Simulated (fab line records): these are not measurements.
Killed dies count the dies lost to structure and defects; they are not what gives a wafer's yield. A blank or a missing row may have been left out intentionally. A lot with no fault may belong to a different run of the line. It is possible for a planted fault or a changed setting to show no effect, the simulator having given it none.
The tool behind it: which one? ; flow n5Finfet ; 12 lots, 36 wafers sampled, at 5 steps of a route of 1938

== WHAT EACH GAUGE READ, for each wafer ==
N5_BEOL_M3_INSPECT_59: inspects for defects (darkfield).
lot;measured;on;rawDefectCount
L075;day 7 14:25;defectInspect-01;39 49 55
L077;day 7 19:41;defectInspect-01;66 51 50
L078;day 8 07:00;defectInspect-01;74 56 71
L081;day 9 15:56;defectInspect-01;102 110 98
L083;day 10 02:13;defectInspect-02;47 68 86
L085;day 10 16:38;defectInspect-01;36 45 32
L087;day 10 20:37;defectInspect-01;85 79 90
L089;day 11 09:02;defectInspect-02;91 93 96
L090;day 11 23:19;defectInspect-01;60 84 66
L093;day 12 14:14;defectInspect-02;67 70 56
L095;day 13 08:30;defectInspect-01;79 83 104
L097;day 13 13:57;defectInspect-02;63 72 52

== TOOL THAT RAN EACH LOT (tool first, then ch and the chambers of the sampled wafers, then the start) ==
lot;N5_BEOL_M3_ANNEAL_49;N5_BEOL_M3_SPUTTER_92;N5_BEOL_M3_SPUTTER_94;N5_BEOL_M3_ANNEAL_95
L075;pvdSputter-03, day 7 11:38;pvdSputter-03, day 7 12:52;pvdSputter-03, day 7 13:05;pvdSputter-03, day 7 13:10
L077;pvdSputter-01, day 7 16:54;pvdSputter-01, day 7 18:08;pvdSputter-01, day 7 18:22;pvdSputter-01, day 7 18:26
L078;pvdSputter-02, day 8 04:14;pvdSputter-02, day 8 05:28;pvdSputter-02, day 8 05:41;pvdSputter-02, day 8 05:46
L081;pvdSputter-01, day 9 13:11;pvdSputter-01, day 9 14:25;pvdSputter-01, day 9 14:38;pvdSputter-01, day 9 14:43
L083;pvdSputter-01, day 9 23:05;pvdSputter-01, day 10 00:19;pvdSputter-01, day 10 00:32;pvdSputter-01, day 10 00:37
L085;pvdSputter-02, day 10 13:47;pvdSputter-02, day 10 15:02;pvdSputter-02, day 10 15:15;pvdSputter-02, day 10 15:20
L087;pvdSputter-03, day 10 17:40;pvdSputter-03, day 10 18:54;pvdSputter-03, day 10 19:07;pvdSputter-03, day 10 19:12
L089;pvdSputter-01, day 11 06:16;pvdSputter-01, day 11 07:31;pvdSputter-01, day 11 07:44;pvdSputter-01, day 11 07:49
L090;pvdSputter-01, day 11 20:27;pvdSputter-01, day 11 21:41;pvdSputter-01, day 11 21:55;pvdSputter-01, day 11 21:59
L093;pvdSputter-02, day 12 11:25;pvdSputter-02, day 12 12:39;pvdSputter-02, day 12 12:52;pvdSputter-02, day 12 12:57
L095;pvdSputter-02, day 13 05:45;pvdSputter-02, day 13 06:59;pvdSputter-02, day 13 07:13;pvdSputter-02, day 13 07:17
L097;pvdSputter-03, day 13 11:12;pvdSputter-03, day 13 12:26;pvdSputter-03, day 13 12:40;pvdSputter-03, day 13 12:44
- N5_BEOL_M3_ANNEAL_49: time 240 s.
- N5_BEOL_M3_SPUTTER_92: material Cu, target thk 4.5 nm, time 8.29 s.
- N5_BEOL_M3_SPUTTER_94: material Cu, target thk 4.5 nm, time 8.29 s.
- N5_BEOL_M3_ANNEAL_95: time 240 s.

== THE ANSWER, worked out from the rows above alone ==
Rule: the lots themselves supply what counts as usual. The widest of any qualifying gaps counts: lots, ordered by their means at a reading, are off when they make up no more than a third of the lots, leave a main group of 4 or more, and stand apart from it by 3 or more times the standard deviation of that group's means. A main group whose means are all the same, to the digits that the tables above print for the reading, isn't used. A lot without any number at a reading at which 4 lots or more have one is off too. All remaining lots with rows at the step are treated as sound.
No lot is off at any reading shown: from this, nothing can be told.

== WHAT THE SIMULATOR HAD INSERTED ==
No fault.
